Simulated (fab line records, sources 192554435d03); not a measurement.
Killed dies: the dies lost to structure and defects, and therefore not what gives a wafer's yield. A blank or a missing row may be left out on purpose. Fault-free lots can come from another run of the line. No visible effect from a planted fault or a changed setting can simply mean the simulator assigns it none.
fab line records	flow n5-finfet
record: lots: 7	wafers: 21	last-day: 16
route steps=1938 shown BEOL_M13@1673
lots untouched by any fault: they come from a run of this same line in which no faults occurred
start-h: start of the lot's first displayed wafer, in hours after the record's first day	wait-h: how many hours have passed since the lot's step before this one	" identical to the entry in the row above	L1.1+2: several wafers, shown together as one row	- value missing, or start not given	* or withheld: withheld	< > ~ a bound
route shown NAME@n: NAME is a module with steps in the file, n the number in the route of the first one	usual: mean/standard deviation of fault-free wafers	same: alike in all rows	chamber/n: place in a boat	sites: the reading at each site	_std_site: how widely they spread, as a standard deviation	_edge_site: outer sites' mean less inner sites'	radius-mm: for every site, how far away it sits from the centre of the wafer	mask NAME#n: copy n	behind: the last tool/chamber to shape the wafer	hold: the reason the lot was held/the length of the hold in hours/how it ended	device: transistor that didn't switch, given as n, p or np	end of line: the tests these same wafers got at the end of their route	a step with no rows: only its recipe	killed: dies that structure and defects cost at the first sort, which is not the same as the wafer's yield	map: shows each die of a wafer: x if killed, . if not, _ if none is there
set.NAME: setting as actually run; set.NAME@STEP: the setting as run at that earlier step	model.NAME: the simulator's own value behind a step, which no gauge read
certain route steps with their lots: each step a table, each wafer a row
services: when a tool's chamber went out of use (start-h, in hours from the record's first day, below 0 if earlier), for how many hours, and the reason
== steps ==
step: N5_BEOL_M13_ETCH_59
recipe: chemistry: N2/H2	target: BARC	target-depth-a: 890	overetch-a: 267	time-s: 67.9	ion-energy-ev: 200	pressure-mtorr: 30	source-w: 840	bias-w: 150	n2-flow-sccm: 200	h2-flow-sccm: 200
usual: drypump-motor-current-A: 5.6/0.33	oes-product-au: 0.65/0.065	rf-vpp-V: 523.2/2.6	showerhead-plenum-p-Torr: 2.52/0.085	throttle-valve-pct: 17.89/0.28
lot.wafer	tool	chamber	start-h	wait-h	drypump-motor-current-A	oes-product-au	rf-hours-counter-h	rf-vpp-V	showerhead-plenum-p-Torr	throttle-valve-pct
L510.1	rie-diel-05	1	290.39	0.0	5.5	0.59	219	519.8	2.41	18.11
L510.2	"	0	"	"	6.0	0.61	228	524.3	2.61	18.36
L510.4	"	3	"	"	5.6	0.69	121	522.2	2.45	17.63
L512.1	rie-diel-06	2	299.02	0.0	5.9	0.59	240	525.5	2.61	17.95
L512.2	"	1	"	"	5.8	0.60	187	522.2	2.42	18.03
L512.5	"	2	"	"	5.9	0.59	-	526.2	2.61	17.96
L513.2	rie-diel-05	3	299.74	0.0	5.7	0.68	125	521.0	2.45	17.63
L513.4	"	2	"	"	5.1	0.70	83	524.2	2.56	17.69
L513.6	"	3	"	"	5.7	0.68	-	520.5	2.45	17.65
L515.3	rie-diel-05	3	316.77	0.0	5.6	0.67	131	519.7	2.45	17.66
L515.5	"	3	"	"	5.6	0.68	-	520.8	2.45	17.63
L515.6	"	0	"	"	6.0	0.60	-	525.6	2.61	18.38
L516.2	rie-diel-05	1	323.69	0.0	5.5	0.58	231	521.1	2.40	18.13
L516.3	"	2	"	"	5.1	0.70	90	525.3	2.56	17.72
L516.4	"	3	"	"	5.7	0.67	133	521.0	2.45	17.65
L520.1	rie-diel-06	1	342.74	0.0	5.8	0.60	202	519.6	2.41	18.03
L520.5	"	0	"	"	5.8	0.76	-	525.5	2.60	17.52
L520.6	"	3	"	"	5.2	0.61	-	526.8	2.62	17.71
L521.2	rie-diel-05	3	354.63	0.0	5.7	0.67	142	521.2	2.44	17.65
L521.3	"	2	"	"	5.1	0.68	100	522.3	2.55	17.72
L521.6	"	3	"	"	5.6	0.67	-	521.2	2.44	17.65
step: N5_BEOL_M13_VIA_ETCH_16
recipe: chemistry: C4F8/O2/Ar	target: SiOC	pressure-mtorr: 30	source-w: 3000	bias-w: 700	Ar_flow_sccm: 400	C4F8_flow_sccm: 15	O2_flow_sccm: 8	he-inner-torr: 15	he-outer-torr: 30	target-depth-a: 9217	time-s: withheld	ion-energy-ev: 250	ends: cleared
usual: C4F8_flow_sccm: 15.01/0.051	drypump-motor-current-A: 5.6/0.34	he-outer-torr: 30.00/0.06	mfc-ar-sccm: 400.1/1.2	oes-product-au: 0.69/0.072	rf-vpp-V: 665/3	showerhead-plenum-p-Torr: 3.39/0.11	throttle-valve-pct: 24.21/0.28
lot.wafer	tool	chamber	start-h	wait-h	C4F8_flow_sccm	drypump-motor-current-A	he-outer-torr	mfc-ar-sccm	oes-product-au	rf-vpp-V	showerhead-plenum-p-Torr	throttle-valve-pct
L510.1	rie-diel-05	1	290.44	0.0	15.03	5.5	29.98	398.5	0.63	661	3.25	24.34
L510.2	"	0	"	"	14.96	6.0	29.97	399.6	0.62	668	3.50	24.65
L510.4	"	3	"	"	15.06	5.7	29.98	401.5	0.72	663	3.29	23.87
L512.1	rie-diel-06	2	299.08	0.0	14.98	5.9	29.99	400.8	0.62	669	3.51	24.30
L512.2	"	1	"	"	14.93	5.8	29.98	401.4	0.64	660	3.26	24.39
L512.5	"	2	"	"	15.01	5.9	30.02	400.4	0.62	668	3.51	24.30
L513.2	rie-diel-05	3	299.79	0.0	14.98	5.6	29.93	400.8	0.71	662	3.28	23.86
L513.4	"	2	"	"	15.07	5.1	30.04	403.0	0.75	667	3.45	24.13
L513.6	"	3	"	"	15.01	5.7	29.96	402.2	0.71	662	3.28	23.88
L515.3	rie-diel-05	3	316.82	0.0	15.03	5.7	29.87	398.3	0.71	662	3.28	23.88
L515.5	"	3	"	"	14.94	5.6	30.02	398.9	0.71	664	3.28	23.87
L515.6	"	0	"	"	14.99	5.9	30.01	399.0	0.62	668	3.50	24.66
L516.2	rie-diel-05	1	323.75	0.0	14.93	5.5	29.94	400.2	0.61	661	3.24	24.36
L516.3	"	2	"	"	14.96	5.1	29.96	401.3	0.75	668	3.44	24.15
L516.4	"	3	"	"	15.09	5.7	30.02	398.6	0.71	662	3.28	23.88
L520.1	rie-diel-06	1	342.79	0.0	14.94	5.8	29.99	398.8	0.63	661	3.26	24.41
L520.5	"	0	"	"	14.94	5.7	29.97	397.8	0.81	667	3.48	23.80
L520.6	"	3	"	"	14.94	5.2	29.97	401.2	0.64	667	3.52	24.04
L521.2	rie-diel-05	3	354.68	0.0	14.92	5.7	30.01	399.9	0.70	660	3.28	23.90
L521.3	"	2	"	"	15.06	5.1	30.13	399.4	0.74	666	3.44	24.17
L521.6	"	3	"	"	14.98	5.6	30.12	402.9	0.70	662	3.28	23.89
step: N5_BEOL_M13_STRIP_63
recipe: chemistry: N2/H2	power-w: 1000	temp-c: 250	h2-frac: 0.65	overash-fraction: 0.3	pressure-mtorr: 1000	n2-flow-sccm: 1750	h2-flow-sccm: 3250
usual: drypump-motor-current-A: 5.86/0.14	heater-power-w: 342/22	oes-product-au: 0.674/0.0051	strip-time-to-endpoint-s: 28.0/1
lot.wafer	tool	chamber	start-h	wait-h	drypump-motor-current-A	heater-power-w	oes-product-au	rf-hours-counter-h	strip-time-to-endpoint-s
L510.1	plasma-asher-01	1	290.68	-	5.98	365	0.668	138	28.2
L510.2	"	0	"	"	5.99	321	0.677	138	29.2
L510.4	"	0	"	"	5.97	320	0.672	-	27.5
L512.1	plasma-asher-02	1	299.31	-	5.91	313	0.676	75	28.5
L512.2	"	0	"	"	5.63	349	0.682	75	29.2
L512.5	"	0	"	"	5.63	350	0.678	-	28.1
L513.2	plasma-asher-02	0	300.03	-	5.66	337	0.678	75	29.9
L513.4	"	1	"	"	5.89	325	0.677	-	27.8
L513.6	"	1	"	"	5.90	322	0.669	-	27.7
L515.3	plasma-asher-01	0	317.08	-	5.99	326	0.676	-	26.9
L515.5	"	0	"	"	5.98	324	0.681	-	26.7
L515.6	"	1	"	"	5.98	382	0.674	-	27.4
L516.2	plasma-asher-02	1	323.98	-	5.90	321	0.680	80	30.6
L516.3	"	0	"	"	5.67	347	0.681	-	28.7
L516.4	"	1	"	"	5.88	323	0.685	-	29.9
L520.1	plasma-asher-01	0	343.02	-	5.98	331	0.676	148	29.7
L520.5	"	0	"	"	6.00	324	0.670	-	27.8
L520.6	"	1	"	"	5.99	373	0.671	-	28.9
L521.2	plasma-asher-02	0	354.92	-	5.67	345	0.677	87	29.0
L521.3	"	1	"	"	5.92	326	0.683	-	29.1
L521.6	"	1	"	"	5.91	318	0.671	-	27.7
step: N5_BEOL_M13_STRIP_64
recipe: chemistry: N2/H2	power-w: 1000	temp-c: 250	h2-frac: 0.65	overash-fraction: 0.3	pressure-mtorr: withheld	n2-flow-sccm: 1750	h2-flow-sccm: 3250
usual: drypump-motor-current-A: 5.86/0.14	heater-power-w: 342/22	oes-product-au: 0.714/0.0044	strip-time-to-endpoint-s: 31.29/0.091
lot.wafer	tool	chamber	start-h	wait-h	drypump-motor-current-A	heater-power-w	oes-product-au	rf-hours-counter-h	strip-time-to-endpoint-s
L510.1	plasma-asher-01	1	290.74	0.0	6.00	385	0.713	138	31.50
L510.2	"	0	"	"	5.98	335	0.719	138	31.50
L510.4	"	0	"	"	5.99	325	0.721	-	31.46
L512.1	plasma-asher-02	1	299.37	0.0	5.90	326	0.714	75	31.14
L512.2	"	0	"	"	5.70	344	0.709	75	31.18
L512.5	"	0	"	"	5.66	338	0.714	-	31.17
L513.2	plasma-asher-02	0	300.09	0.0	5.63	351	0.720	75	31.28
L513.4	"	1	"	"	5.91	328	0.716	-	31.29
L513.6	"	1	"	"	5.91	322	0.707	-	31.35
L515.3	plasma-asher-01	0	317.14	0.0	5.97	334	0.709	-	31.46
L515.5	"	0	"	"	5.98	327	0.713	-	31.39
L515.6	"	1	"	"	5.99	386	0.712	-	31.41
L516.2	plasma-asher-02	1	324.04	0.0	5.91	320	0.714	80	31.22
L516.3	"	0	"	"	5.66	343	0.720	-	31.26
L516.4	"	1	"	"	5.92	324	0.723	-	31.41
L520.1	plasma-asher-01	0	343.08	0.0	5.98	335	0.713	148	31.30
L520.5	"	0	"	"	5.97	316	0.714	-	31.32
L520.6	"	1	"	"	5.97	381	0.721	-	31.35
L521.2	plasma-asher-02	0	354.98	0.0	5.64	346	0.713	87	31.19
L521.3	"	1	"	"	5.92	321	0.716	-	31.19
L521.6	"	1	"	"	5.92	329	0.711	-	31.26
step: N5_BEOL_M13_STRIP_71
recipe: chemistry: post-etch-residue-remover	time-s: 60	temp-c: 25	remover-ph: withheld	remover-water-wt-pct: withheld	remover-fluoride-wt-pct: withheld
step: N5_BEOL_M13_SRD_72
recipe: time-s: 30	temp-c: 23	rinse-liquid: diw	dry: n2-spin	spin-rpm: 1500	dry-time-s: 30
step: N5_BEOL_M13_CD_MEAS_17
recipe: target-cd-nm: 190	polarity: opening
usual: cd-nm: 190.4/1.2
lot.wafer	tool	chamber	start-h	wait-h	cd-nm
L510.1	cd-sem-02	-	290.88	0.0	190.3
L510.2	"	-	"	"	190.0
L510.4	"	-	"	"	191.9
L512.1	cd-sem-03	-	299.52	0.0	188.6
L512.2	"	-	"	"	188.5
L512.5	"	-	"	"	188.9
L513.2	cd-sem-02	-	300.24	0.0	188.9
L513.4	"	-	"	"	190.5
L513.6	"	-	"	"	189.2
L515.3	cd-sem-02	-	317.27	0.0	190.5
L515.5	"	-	"	"	190.8
L515.6	"	-	"	"	190.4
L516.2	cd-sem-03	-	324.19	0.0	192.2
L516.3	"	-	"	"	192.3
L516.4	"	-	"	"	192.7
L520.1	cd-sem-03	-	343.23	0.0	191.8
L520.5	"	-	"	"	193.7
L520.6	"	-	"	"	190.9
L521.2	cd-sem-03	-	355.24	0.0	190.9
L521.3	"	-	"	"	191.5
L521.6	"	-	"	"	190.8
step: N5_BEOL_M13_COAT_65
recipe: resist: SOC	temp-c: 250	time-s: 60	spin-rpm: 1500	resist-thk-nm: 350
step: N5_BEOL_M13_COAT_66
recipe: resist: SiARC	temp-c: 220	time-s: 60	spin-rpm: 1500	resist-thk-nm: 110
step: N5_BEOL_M13_COAT_22
recipe: spin-rpm: 2888	resist-thk-nm: 300
step: N5_BEOL_M13_EBR_24
recipe: solvent: PGMEA	ebr-width-mm: 1.5
step: N5_BEOL_M13_SOFTBAKE_23
recipe: temp-c: 130	time-s: 60
step: N5_BEOL_M13_EXPOSE_25
recipe: mask-id: M13	na: 0.93	source-shape: conventional	sigma-outer: 0.4	polarization: unpolarized	target-cd-nm: 210	dose-mj: 22
usual: exposure-dose-mJ-cm2: 21.979/0.02	focus-offset-nm: 0.1/0.63
lot.wafer	tool	chamber	start-h	wait-h	mask	exposure-dose-mJ-cm2	focus-offset-nm
L510.1	krf-scanner-01	-	291.04	-	M13#0	-	-
L510.2	"	-	"	"	M13#0	-	-
L510.4	"	-	"	"	M13#0	-	-
L512.1	krf-scanner-01	-	299.67	-	M13#0	-	-
L512.2	"	-	"	"	M13#0	-	-
L512.5	"	-	"	"	M13#0	-	-
L513.2	krf-scanner-02	-	300.52	-	M13#0	-	-
L513.4	"	-	"	"	M13#0	-	-
L513.6	"	-	"	"	M13#0	-	-
L515.3	krf-scanner-01	0	317.55	-	M13#0	22.002	0.6
L515.5	"	0	"	"	M13#0	22.018	-0.1
L515.6	"	0	"	"	M13#0	21.993	0.2
L516.2	krf-scanner-01	0	324.35	-	M13#0	21.970	1.0
L516.3	"	0	"	"	M13#0	21.952	-0.6
L516.4	"	0	"	"	M13#0	21.983	0.7
L520.1	krf-scanner-02	0	343.51	-	M13#0	21.974	1.3
L520.5	"	0	"	"	M13#0	21.966	1.0
L520.6	"	0	"	"	M13#0	21.980	1.2
L521.2	krf-scanner-01	0	355.39	-	M13#0	21.978	0.7
L521.3	"	0	"	"	M13#0	21.975	0.7
L521.6	"	0	"	"	M13#0	21.966	0.1
step: N5_BEOL_M13_PEB_26
recipe: peb-temp-c: 130	peb-time-s: 90
== services ==
tool	chamber	start-h	hours	kind
krf-scanner-02	-	271.37	0.8	pm
krf-scanner-01	-	304.80	1.3	pm
krf-scanner-01	-	311.29	2.5	repair
krf-scanner-01	0	317.05	-	calibration
krf-scanner-01	-	317.75	4.0	pm
rie-diel-06	2	331.19	-	clean
rie-diel-06	2	331.19	-	consumable-replace:focus-ring
rie-diel-06	2	331.19	25.2	scheduled-down
rie-diel-06	2	331.19	25.2	vent-cycle
krf-scanner-01	-	331.34	1.0	pm
krf-scanner-02	-	351.77	1.3	pm
== key ==
first-sign: step: N5_BEOL_M13_EXPOSE_25	reading: tool-record	direction: missing
effect none on later readings
met-at N5_BEOL_M13_EXPOSE_25
struck-wafers L510.1,L510.2,L510.4,L512.1,L512.2,L512.5,L513.2,L513.4,L513.6
later-rows-left-out L510.1,L510.2,L510.4,L512.1,L512.2,L512.5,L513.2,L513.4,L513.6
sort-left-out L510.1,L510.2,L510.4,L512.1,L512.2,L512.5,L513.2,L513.4,L513.6
fault: kind: skipped-step-whole	tool: krf-scanner-01,krf-scanner-02	chamber: -	onset-h: 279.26	steps: N5_BEOL_M13_EXPOSE_25	scope: struck-lots-only
sort-left-out: the simulated sort isn't trusted on such a fault, so these wafers' sort isn't shown, and their yield isn't known
later-rows-left-out: the simulator's readings of these wafers behind a module that went badly wrong aren't trusted and aren't shown, but for the sort
